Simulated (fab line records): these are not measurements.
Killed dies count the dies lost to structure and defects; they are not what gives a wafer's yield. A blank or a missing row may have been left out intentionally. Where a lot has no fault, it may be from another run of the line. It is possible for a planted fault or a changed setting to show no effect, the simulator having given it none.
A lot that was struck, set against a sound lot / flow n5 finfet / 19 out of 1938 route steps
Sound: these wafers, L966.1, L966.2, L966.5. Struck: wafers L969.1, L969.4, L969.5. The cause comes at the end.
For every step that has rows: the tool of each side, followed by ch and its chambers, followed by its first start. Under that, the readings that differ: sound wafers / struck wafers / difference of the means / sigmas: that difference in standard deviations of wafers without a fault.
alike: words and numbers the same on both sides, and readings whose means are apart by under 2 such deviations; not compared: readings that were withheld, readings missing a value for some wafer, numbers with overlapping values and no deviation given by the record, and bounds like >300 which may hide the same value.
Wherever a step has rows on one side only, a row that says differs or no value, or a row with sigmas, the two part there. Numbers that have no deviation but don't overlap get no sigmas and don't part them. Lack of a reading on every wafer of one side parts them only where that side has two or more wafers.

N5_BEOL_M7_RS_MEAS_57: the measuring method here is four-point-probe.
  struck on film metro-02, day 13 13:16; sound on film metro-01, day 12 05:42
  alike: M7_RS
N5_BEOL_M7_INSPECT_58: inspects for defects (darkfield).
  struck on defect inspect-02, day 13 13:18; sound on defect inspect-02, day 12 05:44
  alike: raw defect count
N5_BEOL_M8_ILD_DEP_00: deposits SiCOH lowk from DEMS/porogen, target thk 179.75 nm, time 33.4 s.
  sound on pecvd-01 ch 0,1,2, day 12 05:46; struck on pecvd-01 ch 0,1, day 13 13:20
  alike: heater power w, rf fwd power W, showerhead plenum p Torr, throttle valve pct
  not compared: since wet clean h
N5_BEOL_M8_CURE_74: cures SiCOH lowk, time 240 s.
  sound on uv cure-02 ch 0, day 12 05:50; struck on uv cure-02 ch 1, day 13 13:24
  alike: lamp power pct, wafer_temp_C_max
N5_BEOL_M8_THK_MEAS_01:
  struck on film metro-02, day 13 14:23; sound on film metro-02, day 12 06:20
  alike: M8_ILD_THK
N5_BEOL_M8_PECVD_70: deposits SiO2 from TEOS/O2, target thk 20 nm, time 22.7 s.
  sound on pecvd-01 ch 0,1,2, day 12 06:23; struck on pecvd-03 ch 1,2, day 13 14:26
  alike: heater power w, rf fwd power W, showerhead plenum p Torr, throttle valve pct
  not compared: since wet clean h
N5_BEOL_M8_HM_DEP_02: deposits TiN, target thk 20 nm.
  struck on pvd sputter-02, day 13 15:25; sound on pvd sputter-01, day 12 07:49
  alike: throttle valve pct
then, 5 steps without rows for these wafers: N5_BEOL_M8_COAT_59 (time 60 s, resist thk 100 nm); N5_BEOL_M8_COAT_60 (time 60 s, resist thk 35 nm); N5_BEOL_M8_COAT_05 (resist thk 90 nm); N5_BEOL_M8_EBR_07; N5_BEOL_M8_SOFTBAKE_06 (time 60 s).
N5_BEOL_M8_EXPOSE_08: exposes mask M8.
  sound on arfi scanner-01 ch 0, day 12 08:04; struck on arfi scanner-02 ch 0, day 13 15:47
reading=focus offset nm (nm); sound=0.5 0.2 0.5; struck=-1.1 -1.6 0.1; difference=-1.3; sigmas=-2
reading=model.BEOL_M8.overlay x nm (nm); sound=-0.8 -0.8 -0.8; struck=8 8 8; difference=+9; sigmas=
  alike: mask, exposure dose mJ cm2
then, 2 steps without rows for these wafers: N5_BEOL_M8_PEB_09 (peb time 60 s); N5_BEOL_M8_DEVELOP_10 (develop time 30 s).
N5_BEOL_M8_CD_MEAS_11 targets a cd of 38.5 nm.
  sound on cd sem-01 ch 0, day 12 08:11; struck on cd sem-02 ch 0, day 13 15:54
  alike: cd nm
N5_BEOL_M8_OVL_MEAS_12:
  sound on overlay-02 ch 0, day 12 08:13; struck on overlay-02 ch 0, day 13 15:56
reading=M8_OVL (nm); sound=-0.3 -0.1 -0.6; struck=8.2 6.9 6.9; difference=+7.7; sigmas=+11
N5_BEOL_M8_INSPECT_13: inspects for defects (brightfield).
  struck on defect inspect-01, day 13 15:58; sound on defect inspect-01, day 12 08:15
  alike: raw defect count
-- record jumps: 3 days separate the struck wafers' starts on either side; left off in module BEOL_M8, taken up again in module PASSIVATION, whose first shown step is the route's number 1936 --
N5_PASSIVATION_PROBE_49:
  struck on prober-01, day 16 16:08; sound on prober-01, day 15 10:32
  alike: defect limited yield, killed_at_M0_to_M3, killed_at_M4_up, killed at contacts, killed at front end, killed at other, killed dies, killed open, killed short, sort_bin_4_leakage, sort_bin_5_function, sort_bin_6_memory, sort_bin_8_speed, sort n pass, sort yield pct

== WHERE THEY PART ==
First at N5_BEOL_M8_EXPOSE_08; last, within this record, at N5_BEOL_M8_OVL_MEAS_12. Later steps at which nothing parts them and some readings are alike: N5_BEOL_M8_INSPECT_13, N5_PASSIVATION_PROBE_49.

WHY: what had been put in by the simulator
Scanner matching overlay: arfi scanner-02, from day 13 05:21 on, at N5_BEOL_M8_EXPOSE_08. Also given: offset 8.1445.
